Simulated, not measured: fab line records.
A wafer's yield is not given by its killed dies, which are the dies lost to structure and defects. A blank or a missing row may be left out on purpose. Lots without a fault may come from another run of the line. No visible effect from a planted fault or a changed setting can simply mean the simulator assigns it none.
Which of the tools did it? :: flow nand harc :: 72 wafers from 24 lots sampled at 6 of the route's 1302 steps

== WHAT THE GAUGES SHOWED, per wafer ==
NHARC_A_M1_CD_MEAS_09: target cd 120 nm. Usual: cd nm 119.9 nm, standard deviation 0.6.
lot: L074
measured: day 22 13:47
on: cd sem-03
cd nm (nm): 119.4 119.7 120.2
flag: 

lot: L075
measured: day 23 06:48
on: cd sem-01
cd nm (nm): 119.7 120.5 119.5
flag: 

lot: L076
measured: day 23 09:38
on: cd sem-03
cd nm (nm): 119.4 119.5 120.1
flag: 

lot: L077
measured: day 23 14:26
on: cd sem-03
cd nm (nm): 120.0 120.6 120.8
flag: 

lot: L078
measured: day 24 06:10
on: cd sem-02
cd nm (nm): 119.3 120.1 120.1
flag: 

lot: L080
measured: day 24 19:34
on: cd sem-03
cd nm (nm): 119.3 119.6 119.3
flag: 

lot: L079
measured: day 25 00:02
on: cd sem-02
cd nm (nm): 120.2 121.2 121.1
flag: 

lot: L081
measured: day 25 10:47
on: cd sem-01
cd nm (nm): 119.7 120.4 119.7
flag: 

lot: L082
measured: day 26 13:41
on: cd sem-02
cd nm (nm): 119.7 120.0 120.0
flag: 

lot: L083
measured: day 26 15:08
on: cd sem-02
cd nm (nm): 120.0 120.0 119.4
flag: 

lot: L084
measured: day 26 16:23
on: cd sem-02
cd nm (nm): 119.6 120.0 120.2
flag: 

lot: L086
measured: day 27 03:55
on: cd sem-01
cd nm (nm): 120.6 120.1 120.7
flag: 

lot: L085
measured: day 27 05:50
on: cd sem-03
cd nm (nm): 119.6 119.1 118.8
flag: 

lot: L089
measured: day 28 02:28
on: cd sem-03
cd nm (nm): 120.0 120.5 119.8
flag: 

lot: L087
measured: day 28 10:38
on: cd sem-03
cd nm (nm): 119.6 118.9 118.9
flag: 

lot: L088
measured: day 28 10:47
on: cd sem-03
cd nm (nm): 120.6 120.3 119.7
flag: 

lot: L091
measured: day 29 09:58
on: cd sem-02
cd nm (nm): 119.8 120.5 120.1
flag: 

lot: L090
measured: day 30 02:53
on: cd sem-02
cd nm (nm): 120.3 120.0 119.8
flag: 

lot: L094
measured: day 30 21:44
on: cd sem-01
cd nm (nm): 120.0 119.2 119.3
flag: 

lot: L092
measured: day 30 23:32
on: cd sem-01
cd nm (nm): 118.8 119.4 119.4
flag: 

lot: L093
measured: day 31 00:47
on: cd sem-03
cd nm (nm): 120.5 120.6 120.8
flag: 

lot: L096
measured: day 31 08:07
on: cd sem-01
cd nm (nm): 120.8 120.7 120.7
flag: 

lot: L095
measured: day 31 14:03
on: cd sem-03
cd nm (nm): 119.0 119.4 119.6
flag: 

lot: L097
measured: day 32 04:06
on: cd sem-01
cd nm (nm): 120.3 120.5 120.4
flag: 

NHARC_A_M1_CD_MEAS_16. Usual: cd nm 119.7 nm, standard deviation 0.67.
lot: L074
measured: day 22 14:17
on: cd sem-01
cd nm (nm): 119.9 120.6 120.3
flag: 

lot: L075
measured: day 23 07:17
on: cd sem-03
cd nm (nm): 120.3 120.6 118.9
flag: 

lot: L076
measured: day 23 10:10
on: cd sem-03
cd nm (nm): 119.5 119.7 120.1
flag: 

lot: L077
measured: day 23 14:56
on: cd sem-03
cd nm (nm): 119.1 120.4 120.4
flag: 

lot: L078
measured: day 24 06:40
on: cd sem-01
cd nm (nm): 118.8 119.0 118.8
flag: 

lot: L080
measured: day 24 20:06
on: cd sem-03
cd nm (nm): 118.7 119.3 119.0
flag: 

lot: L079
measured: day 25 00:31
on: cd sem-02
cd nm (nm): 120.4 120.1 121.2
flag: 

lot: L081
measured: day 25 11:17
on: cd sem-02
cd nm (nm): 120.4 120.4 119.7
flag: 

lot: L082
measured: day 26 14:11
on: cd sem-03
cd nm (nm): 119.9 119.5 120.4
flag: 

lot: L083
measured: day 26 15:38
on: cd sem-02
cd nm (nm): 119.1 120.2 119.5
flag: 

lot: L084
measured: day 26 16:52
on: cd sem-02
cd nm (nm): 119.4 119.4 119.2
flag: 

lot: L086
measured: day 27 04:24
on: cd sem-01
cd nm (nm): 120.2 119.7 119.7
flag: 

lot: L085
measured: day 27 06:20
on: cd sem-01
cd nm (nm): 119.5 118.5 118.4
flag: 

lot: L089
measured: day 28 02:58
on: cd sem-03
cd nm (nm): 119.7 120.0 120.0
flag: 

lot: L087
measured: day 28 11:08
on: cd sem-01
cd nm (nm): 118.8 118.9 118.8
flag: 

lot: L088
measured: day 28 11:17
on: cd sem-02
cd nm (nm): 121.4 120.6 119.1
flag: 

lot: L091
measured: day 29 10:27
on: cd sem-01
cd nm (nm): 119.5 120.1 119.9
flag: 

lot: L090
measured: day 30 03:22
on: cd sem-02
cd nm (nm): 119.8 120.1 119.6
flag: 

lot: L094
measured: day 30 22:14
on: cd sem-03
cd nm (nm): 119.8 119.3 119.3
flag: 

lot: L092
measured: day 31 00:02
on: cd sem-01
cd nm (nm): 119.3 119.3 119.0
flag: 

lot: L093
measured: day 31 01:17
on: cd sem-03
cd nm (nm): 120.4 120.4 120.3
flag: 

lot: L096
measured: day 31 08:37
on: cd sem-03
cd nm (nm): 120.8 121.2 120.2
flag: 

lot: L095
measured: day 31 14:32
on: cd sem-03
cd nm (nm): 119.1 119.3 119.9
flag: 

lot: L097
measured: day 32 04:36
on: cd sem-02
cd nm (nm): 120.1 119.6 120.4
flag: 

NHARC_A_BONDPAD_CD_MEAS_09: target cd 500 nm. Usual: cd nm 499.6 nm, standard deviation 1.7.
lot: L074
measured: day 22 18:39
on: cd sem-03
cd nm (nm): 499.6 499.3 500.0
flag: 

lot: L075
measured: day 23 11:39
on: cd sem-01
cd nm (nm): 497.1 499.2 497.7
flag: 

lot: L076
measured: day 23 14:40
on: cd sem-03
cd nm (nm): 497.8 500.1 499.2
flag: 

lot: L077
measured: day 23 19:20
on: cd sem-03
cd nm (nm): 499.2 498.4 498.4
flag: 

lot: L078
measured: day 24 11:02
on: cd sem-03
cd nm (nm): 502.1 502.1 502.2
flag: 

lot: L080
measured: day 25 00:43
on: cd sem-03
cd nm (nm): 499.0 498.4 499.8
flag: 

lot: L079
measured: day 25 04:36
on: cd sem-02
cd nm (nm): 499.3 501.2 501.2
flag: 

lot: L081
measured: day 25 15:46
on: cd sem-02
cd nm (nm): 501.8 500.7 499.8
flag: 

lot: L082
measured: day 26 18:23
on: cd sem-03
cd nm (nm): 497.1 497.2 497.3
flag: 

lot: L083
measured: day 26 19:49
on: cd sem-01
cd nm (nm): 497.9 499.0 500.9
flag: 

lot: L084
measured: day 26 21:04
on: cd sem-03
cd nm (nm): 499.8 499.6 500.9
flag: 

lot: L086
measured: day 27 08:34
on: cd sem-03
cd nm (nm): 500.2 497.5 498.5
flag: 

lot: L085
measured: day 27 10:34
on: cd sem-03
cd nm (nm): 499.5 498.2 499.5
flag: 

lot: L089
measured: day 28 07:24
on: cd sem-01
cd nm (nm): 497.8 496.5 498.2
flag: 

lot: L087
measured: day 28 15:19
on: cd sem-02
cd nm (nm): 500.7 499.6 499.9
flag: 

lot: L088
measured: day 28 15:29
on: cd sem-03
cd nm (nm): 500.4 500.6 499.8
flag: 

lot: L091
measured: day 29 14:32
on: cd sem-01
cd nm (nm): 497.4 497.6 496.0
flag: 

lot: L090
measured: day 30 07:34
on: cd sem-03
cd nm (nm): 498.0 497.4 496.9
flag: 

lot: L094
measured: day 31 02:25
on: cd sem-01
cd nm (nm): 502.5 500.4 501.8
flag: 

lot: L092
measured: day 31 04:14
on: cd sem-03
cd nm (nm): 499.4 500.1 502.2
flag: 

lot: L093
measured: day 31 05:20
on: cd sem-03
cd nm (nm): 502.7 502.8 502.9
flag: 

lot: L096
measured: day 31 13:19
on: cd sem-03
cd nm (nm): 499.5 502.2 500.0
flag: 

lot: L095
measured: day 31 18:37
on: cd sem-01
cd nm (nm): 498.8 497.3 496.8
flag: 

lot: L097
measured: day 32 08:47
on: cd sem-02
cd nm (nm): 498.1 500.2 500.5
flag: 

== WHAT TOOL EACH LOT RAN ON (gives the tool, then ch and the chambers of the sampled wafers, and finally the start) ==
lot: L074
NHARC_A_M0_PVD_20: pvd sputter-03, day 22 13:47 or earlier
NHARC_A_M1_ETCH_15: rie diel-05 ch 0,2, day 22 14:17 or earlier
NHARC_A_M1_ANNEAL_31: rtp anneal-02 ch 0, day 22 15:56

lot: L075
NHARC_A_M0_PVD_20: pvd sputter-01, day 23 06:48 or earlier
NHARC_A_M1_ETCH_15: rie diel-01 ch 0,1,3, day 23 07:17 or earlier
NHARC_A_M1_ANNEAL_31: rtp anneal-02 ch 0, day 23 08:56

lot: L076
NHARC_A_M0_PVD_20: pvd sputter-02, day 23 09:38 or earlier
NHARC_A_M1_ETCH_15: rie diel-06 ch 0,2,3, day 23 10:10 or earlier
NHARC_A_M1_ANNEAL_31: rtp anneal-02 ch 0, day 23 11:55

lot: L077
NHARC_A_M0_PVD_20: pvd sputter-02, day 23 14:26 or earlier
NHARC_A_M1_ETCH_15: rie diel-01 ch 0,1,2, day 23 14:56 or earlier
NHARC_A_M1_ANNEAL_31: rtp anneal-02 ch 0, day 23 16:24

lot: L078
NHARC_A_M0_PVD_20: pvd sputter-01, day 24 06:10 or earlier
NHARC_A_M1_ETCH_15: rie diel-05 ch 1,2, day 24 06:40 or earlier
NHARC_A_M1_ANNEAL_31: rtp anneal-02 ch 0, day 24 08:13

lot: L080
NHARC_A_M0_PVD_20: pvd sputter-02, day 24 19:34 or earlier
NHARC_A_M1_ETCH_15: rie diel-01 ch 1,2, day 24 20:06 or earlier
NHARC_A_M1_ANNEAL_31: rtp anneal-01 ch 0, day 24 21:49

lot: L079
NHARC_A_M0_PVD_20: pvd sputter-03, day 25 00:02 or earlier
NHARC_A_M1_ETCH_15: rie diel-06 ch 0,1, day 25 00:31 or earlier
NHARC_A_M1_ANNEAL_31: rtp anneal-01 ch 0, day 25 01:59

lot: L081
NHARC_A_M0_PVD_20: pvd sputter-02, day 25 10:47 or earlier
NHARC_A_M1_ETCH_15: rie diel-06 ch 0,1,2, day 25 11:17 or earlier
NHARC_A_M1_ANNEAL_31: rtp anneal-02 ch 0, day 25 12:44

lot: L082
NHARC_A_M0_PVD_20: pvd sputter-01, day 26 13:41 or earlier
NHARC_A_M1_ETCH_15: rie diel-06 ch 0,1,3, day 26 14:11 or earlier
NHARC_A_M1_ANNEAL_31: rtp anneal-02 ch 0, day 26 15:38

lot: L083
NHARC_A_M0_PVD_20: pvd sputter-03, day 26 15:08 or earlier
NHARC_A_M1_ETCH_15: rie diel-05 ch 1,2, day 26 15:38 or earlier
NHARC_A_M1_ANNEAL_31: rtp anneal-01 ch 0, day 26 17:05

lot: L084
NHARC_A_M0_PVD_20: pvd sputter-02, day 26 16:23 or earlier
NHARC_A_M1_ETCH_15: rie diel-01 ch 0,1,2, day 26 16:52 or earlier
NHARC_A_M1_ANNEAL_31: rtp anneal-01 ch 0, day 26 18:19

lot: L086
NHARC_A_M0_PVD_20: pvd sputter-01, day 27 03:55 or earlier
NHARC_A_M1_ETCH_15: rie diel-06 ch 0,2, day 27 04:24 or earlier
NHARC_A_M1_ANNEAL_31: rtp anneal-01 ch 0, day 27 06:02

lot: L085
NHARC_A_M0_PVD_20: pvd sputter-01, day 27 05:50 or earlier
NHARC_A_M1_ETCH_15: rie diel-05 ch 0,1, day 27 06:20 or earlier
NHARC_A_M1_ANNEAL_31: rtp anneal-02 ch 0, day 27 07:50

lot: L089
NHARC_A_M0_PVD_20: pvd sputter-01, day 28 02:28 or earlier
NHARC_A_M1_ETCH_15: rie diel-06 ch 0,3, day 28 02:58 or earlier
NHARC_A_M1_ANNEAL_31: rtp anneal-02 ch 0, day 28 04:50

lot: L087
NHARC_A_M0_PVD_20: pvd sputter-01, day 28 10:38 or earlier
NHARC_A_M1_ETCH_15: rie diel-01 ch 1,3, day 28 11:08 or earlier
NHARC_A_M1_ANNEAL_31: rtp anneal-02 ch 0, day 28 12:38

lot: L088
NHARC_A_M0_PVD_20: pvd sputter-03, day 28 10:47 or earlier
NHARC_A_M1_ETCH_15: rie diel-05 ch 0,1,2, day 28 11:17 or earlier
NHARC_A_M1_ANNEAL_31: rtp anneal-01 ch 0, day 28 12:47

lot: L091
NHARC_A_M0_PVD_20: pvd sputter-02, day 29 09:58 or earlier
NHARC_A_M1_ETCH_15: rie diel-01 ch 0,2,3, day 29 10:27 or earlier
NHARC_A_M1_ANNEAL_31: rtp anneal-02 ch 0, day 29 11:58

lot: L090
NHARC_A_M0_PVD_20: pvd sputter-02, day 30 02:53 or earlier
NHARC_A_M1_ETCH_15: rie diel-01 ch 1,2,3, day 30 03:22 or earlier
NHARC_A_M1_ANNEAL_31: rtp anneal-01 ch 0, day 30 04:49

lot: L094
NHARC_A_M0_PVD_20: pvd sputter-01, day 30 21:44 or earlier
NHARC_A_M1_ETCH_15: rie diel-01 ch 0,1,2, day 30 22:14 or earlier
NHARC_A_M1_ANNEAL_31: rtp anneal-02 ch 0, day 30 23:41

lot: L092
NHARC_A_M0_PVD_20: pvd sputter-01, day 30 23:32 or earlier
NHARC_A_M1_ETCH_15: rie diel-06 ch 1,2, day 31 00:02 or earlier
NHARC_A_M1_ANNEAL_31: rtp anneal-01 ch 0, day 31 01:38

lot: L093
NHARC_A_M0_PVD_20: pvd sputter-02, day 31 00:47 or earlier
NHARC_A_M1_ETCH_15: rie diel-01 ch 0,1, day 31 01:17 or earlier
NHARC_A_M1_ANNEAL_31: rtp anneal-02 ch 0, day 31 02:53

lot: L096
NHARC_A_M0_PVD_20: pvd sputter-02, day 31 08:07 or earlier
NHARC_A_M1_ETCH_15: rie diel-06 ch 0,1,3, day 31 08:37 or earlier
NHARC_A_M1_ANNEAL_31: rtp anneal-01 ch 0, day 31 10:07

lot: L095
NHARC_A_M0_PVD_20: pvd sputter-03, day 31 14:03 or earlier
NHARC_A_M1_ETCH_15: rie diel-05 ch 0,2,3, day 31 14:32 or earlier
NHARC_A_M1_ANNEAL_31: rtp anneal-02 ch 0, day 31 15:59

lot: L097
NHARC_A_M0_PVD_20: pvd sputter-02, day 32 04:06 or earlier
NHARC_A_M1_ETCH_15: rie diel-05 ch 0,1, day 32 04:36 or earlier
NHARC_A_M1_ANNEAL_31: rtp anneal-01 ch 0, day 32 06:03
- NHARC_A_M0_PVD_20: deposits TaN, target thk 5 nm, time 8.06 s.
- NHARC_A_M1_ETCH_15: etches the open film in C4F8/Ar, target depth 182.5 nm, time 91.2 s.
- NHARC_A_M1_ANNEAL_31: time 90 s.

== AS READ BY THE TOOLS THEMSELVES (means over the sampled wafers that have a number; for cases with no such wafer, the mark the record gives instead) ==
NHARC_A_M0_PVD_20. Usual: bias v 168.5 V, standard deviation 1.7; throttle valve pct 29.7 %, standard deviation 1.
lot: L074
tool: pvd sputter-03
bias v (V): 169.7
throttle valve pct (%): 30.1
flag: 

lot: L075
tool: pvd sputter-01
bias v (V): 169.0
throttle valve pct (%): 30.4
flag: 

lot: L076
tool: pvd sputter-02
bias v (V): 168.1
throttle valve pct (%): 30.0
flag: 

lot: L077
tool: pvd sputter-02
bias v (V): 168.1
throttle valve pct (%): 30.1
flag: 

lot: L078
tool: pvd sputter-01
bias v (V): 169.0
throttle valve pct (%): 29.2
flag: 

lot: L080
tool: pvd sputter-02
bias v (V): 169.0
throttle valve pct (%): 29.3
flag: 

lot: L079
tool: pvd sputter-03
bias v (V): 168.5
throttle valve pct (%): 28.9
flag: 

lot: L081
tool: pvd sputter-02
bias v (V): 169.4
throttle valve pct (%): 29.8
flag: 

lot: L082
tool: pvd sputter-01
bias v (V): 168.7
throttle valve pct (%): 29.5
flag: 

lot: L083
tool: pvd sputter-03
bias v (V): 166.9
throttle valve pct (%): 29.3
flag: 

lot: L084
tool: pvd sputter-02
bias v (V): 169.6
throttle valve pct (%): 30.6
flag: 

lot: L086
tool: pvd sputter-01
bias v (V): 165.2
throttle valve pct (%): 29.4
flag: 

lot: L085
tool: pvd sputter-01
bias v (V): 168.2
throttle valve pct (%): 29.1
flag: 

lot: L089
tool: pvd sputter-01
bias v (V): 167.9
throttle valve pct (%): 29.0
flag: 

lot: L087
tool: pvd sputter-01
bias v (V): 168.5
throttle valve pct (%): 29.5
flag: 

lot: L088
tool: pvd sputter-03
bias v (V): 168.8
throttle valve pct (%): 30.4
flag: 

lot: L091
tool: pvd sputter-02
bias v (V): 168.5
throttle valve pct (%): 30.2
flag: 

lot: L090
tool: pvd sputter-02
bias v (V): 167.9
throttle valve pct (%): 29.8
flag: 

lot: L094
tool: pvd sputter-01
bias v (V): 169.9
throttle valve pct (%): 29.7
flag: 

lot: L092
tool: pvd sputter-01
bias v (V): 166.3
throttle valve pct (%): 29.4
flag: 

lot: L093
tool: pvd sputter-02
bias v (V): 168.2
throttle valve pct (%): 29.5
flag: 

lot: L096
tool: pvd sputter-02
bias v (V): 169.3
throttle valve pct (%): 29.8
flag: 

lot: L095
tool: pvd sputter-03
bias v (V): 168.0
throttle valve pct (%): 29.9
flag: 

lot: L097
tool: pvd sputter-02
bias v (V): 168.5
throttle valve pct (%): 30.2
flag: 

NHARC_A_M1_ETCH_15. Usual: oes product au 0.953 a.u., standard deviation 0.022; rf vpp V 440.2 V, standard deviation 2.5.
lot: L074
tool: rie diel-05
oes product au (a.u.): 0.919
rf vpp V (V): 439.3
flag: 

lot: L075
tool: rie diel-01
oes product au (a.u.): 0.983
rf vpp V (V): 438.7
flag: 

lot: L076
tool: rie diel-06
oes product au (a.u.): 0.962
rf vpp V (V): 440.6
flag: 

lot: L077
tool: rie diel-01
oes product au (a.u.): 0.927
rf vpp V (V): 440.7
flag: 

lot: L078
tool: rie diel-05
oes product au (a.u.): 0.952
rf vpp V (V): 438.1
flag: 

lot: L080
tool: rie diel-01
oes product au (a.u.): 0.964
rf vpp V (V): 442.8
flag: 

lot: L079
tool: rie diel-06
oes product au (a.u.): 0.918
rf vpp V (V): 442.6
flag: 

lot: L081
tool: rie diel-06
oes product au (a.u.): 0.962
rf vpp V (V): 441.9
flag: 

lot: L082
tool: rie diel-06
oes product au (a.u.): 0.934
rf vpp V (V): 441.6
flag: 

lot: L083
tool: rie diel-05
oes product au (a.u.): 0.973
rf vpp V (V): 438.6
flag: 

lot: L084
tool: rie diel-01
oes product au (a.u.): 0.930
rf vpp V (V): 440.9
flag: 

lot: L086
tool: rie diel-06
oes product au (a.u.): 0.919
rf vpp V (V): 442.9
flag: 

lot: L085
tool: rie diel-05
oes product au (a.u.): 0.964
rf vpp V (V): 441.7
flag: 

lot: L089
tool: rie diel-06
oes product au (a.u.): 0.974
rf vpp V (V): 441.9
flag: 

lot: L087
tool: rie diel-01
oes product au (a.u.): 0.979
rf vpp V (V): 438.5
flag: 

lot: L088
tool: rie diel-05
oes product au (a.u.): 0.926
rf vpp V (V): 439.8
flag: 

lot: L091
tool: rie diel-01
oes product au (a.u.): 0.974
rf vpp V (V): 439.2
flag: 

lot: L090
tool: rie diel-01
oes product au (a.u.): 0.953
rf vpp V (V): 440.0
flag: 

lot: L094
tool: rie diel-01
oes product au (a.u.): 0.967
rf vpp V (V): 440.3
flag: 

lot: L092
tool: rie diel-06
oes product au (a.u.): 0.925
rf vpp V (V): 441.1
flag: 

lot: L093
tool: rie diel-01
oes product au (a.u.): 0.974
rf vpp V (V): 438.7
flag: 

lot: L096
tool: rie diel-06
oes product au (a.u.): 0.966
rf vpp V (V): 442.5
flag: 

lot: L095
tool: rie diel-05
oes product au (a.u.): 0.964
rf vpp V (V): 438.6
flag: 

lot: L097
tool: rie diel-05
oes product au (a.u.): 0.971
rf vpp V (V): 441.4
flag: 

NHARC_A_M1_ANNEAL_31. Usual: wafer_temp_C_max 227.0, standard deviation 0.42.
lot: L074
tool: rtp anneal-02
wafer_temp_C_max: 227.6
flag: 

lot: L075
tool: rtp anneal-02
wafer_temp_C_max: 227.0
flag: 

lot: L076
tool: rtp anneal-02
wafer_temp_C_max: 226.9
flag: 

lot: L077
tool: rtp anneal-02
wafer_temp_C_max: 227.2
flag: 

lot: L078
tool: rtp anneal-02
wafer_temp_C_max: 227.1
flag: 

lot: L080
tool: rtp anneal-01
wafer_temp_C_max: 226.8
flag: 

lot: L079
tool: rtp anneal-01
wafer_temp_C_max: 227.4
flag: 

lot: L081
tool: rtp anneal-02
wafer_temp_C_max: 227.1
flag: 

lot: L082
tool: rtp anneal-02
wafer_temp_C_max: 226.5
flag: 

lot: L083
tool: rtp anneal-01
wafer_temp_C_max: 226.9
flag: 

lot: L084
tool: rtp anneal-01
wafer_temp_C_max: 226.9
flag: 

lot: L086
tool: rtp anneal-01
wafer_temp_C_max: 227.0
flag: 

lot: L085
tool: rtp anneal-02
wafer_temp_C_max: 226.7
flag: 

lot: L089
tool: rtp anneal-02
wafer_temp_C_max: 227.0
flag: 

lot: L087
tool: rtp anneal-02
wafer_temp_C_max: 226.8
flag: 

lot: L088
tool: rtp anneal-01
wafer_temp_C_max: 226.7
flag: 

lot: L091
tool: rtp anneal-02
wafer_temp_C_max: 227.2
flag: 

lot: L090
tool: rtp anneal-01
wafer_temp_C_max: 227.0
flag: 

lot: L094
tool: rtp anneal-02
wafer_temp_C_max: 226.7
flag: 

lot: L092
tool: rtp anneal-01
wafer_temp_C_max: 227.4
flag: 

lot: L093
tool: rtp anneal-02
wafer_temp_C_max: 226.9
flag: 

lot: L096
tool: rtp anneal-01
wafer_temp_C_max: 226.7
flag: 

lot: L095
tool: rtp anneal-02
wafer_temp_C_max: 227.1
flag: 

lot: L097
tool: rtp anneal-01
wafer_temp_C_max: 226.7
flag: 

== THE ANSWER, worked out from the rows above alone ==
Rule: take the mean of a lot's wafers that have a number; if it is more than 3 standard deviations from the usual mean, the lot is off. A lot without any number at a reading at which 4 lots or more have one is off too. All remaining lots with rows at the step are treated as sound. Order of review: gauges by route order, followed by the tools' own readings, for which a lot's mean as printed above is used. At the first step where some lot is off, the reading lying furthest off is the one used; lots without a number count as furthest.
None of the lots is off at any reading shown; this tells nothing.

== WHAT THE SIMULATOR HAD PUT IN ==
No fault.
